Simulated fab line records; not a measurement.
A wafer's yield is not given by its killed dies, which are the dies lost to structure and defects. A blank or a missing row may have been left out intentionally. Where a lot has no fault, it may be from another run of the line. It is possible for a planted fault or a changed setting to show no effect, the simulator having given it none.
Chamber matching -- flow n5 finfet -- N5_FIN_SAQP_PECVD_06 on pecvd-04: 3 sister chambers
The step deposits a-Si from SiH4/He, target thk 60 nm, time 48.1 s. 18 wafers are shown with their chamber, then 9 later ones without.

== WAFERS, EACH WITH ITS CHAMBER ==
wafer,chamber,throttle valve pct (%),showerhead plenum p Torr (Torr),heater power w (W)
L074.1,0,17.9,5.67,951
L074.4,2,17.7,5.64,830
L074.6,0,18.4,5.66,962
L078.1,2,17.5,5.65,851
L078.2,1,17.3,5.67,957
L078.4,2,17.4,5.64,879
L080.2,0,18.3,5.67,914
L080.3,1,17.5,5.68,889
L080.4,1,17.4,5.69,890
L088.1,2,17.6,5.64,810
L088.4,2,17.6,5.65,789
L088.5,1,17.3,5.67,878
L092.2,0,18.3,5.67,860
L092.4,0,18.4,5.67,835
L092.5,2,17.5,5.66,876
L093.2,1,17.6,5.67,1015
L093.4,1,17.5,5.69,1019
L093.6,0,18.2,5.67,911

SIGNATURES (means of the wafers above)
reading,chamber 0,chamber 1,chamber 2,scatter within a chamber
throttle valve pct,18.250,17.433,17.550,0.142
showerhead plenum p Torr,5.6683,5.6783,5.6467,0.00775
heater power w,905.50,941.33,839.17,51.7
Rule: distance of a wafer from a chamber = root of the sum over the readings of ((wafer's reading minus chamber's mean) / reading's scatter) squared. If the next closest chamber is less than 2 further off than the closest, the wafer can't be placed; otherwise it belongs to the closest. The scatter is the square root of a quotient: the sum, over the shown wafers, of each reading's squared deviation from its chamber's mean, divided by wafers minus chambers.

== WAFERS WITH NO CHAMBER GIVEN ==
wafer,throttle valve pct (%),showerhead plenum p Torr (Torr),heater power w (W)
L094.4,18.1,5.65,879
L094.5,18.3,5.67,860
L094.6,17.6,5.69,1023
L095.1,17.5,5.68,955
L095.3,17.2,5.68,930
L095.6,17.7,5.66,924
L097.1,18.6,5.65,770
L097.3,17.5,5.68,916
L097.6,18.4,5.65,808

== WHICH CHAMBER EACH WENT THROUGH ==
wafer,from the rows above,in truth
L094.4,can't be placed: 0 or 2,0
L094.5,0,0
L094.6,1,1
L095.1,1,1
L095.3,1,1
L095.6,can't be placed: 2 or 1 or 0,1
L097.1,0,0
L097.3,1,1
L097.6,0,0
7 of 9 placed correctly. Can't be placed from these rows: 2 (the true chamber is among the candidates in 2). Number placed wrongly: 0.
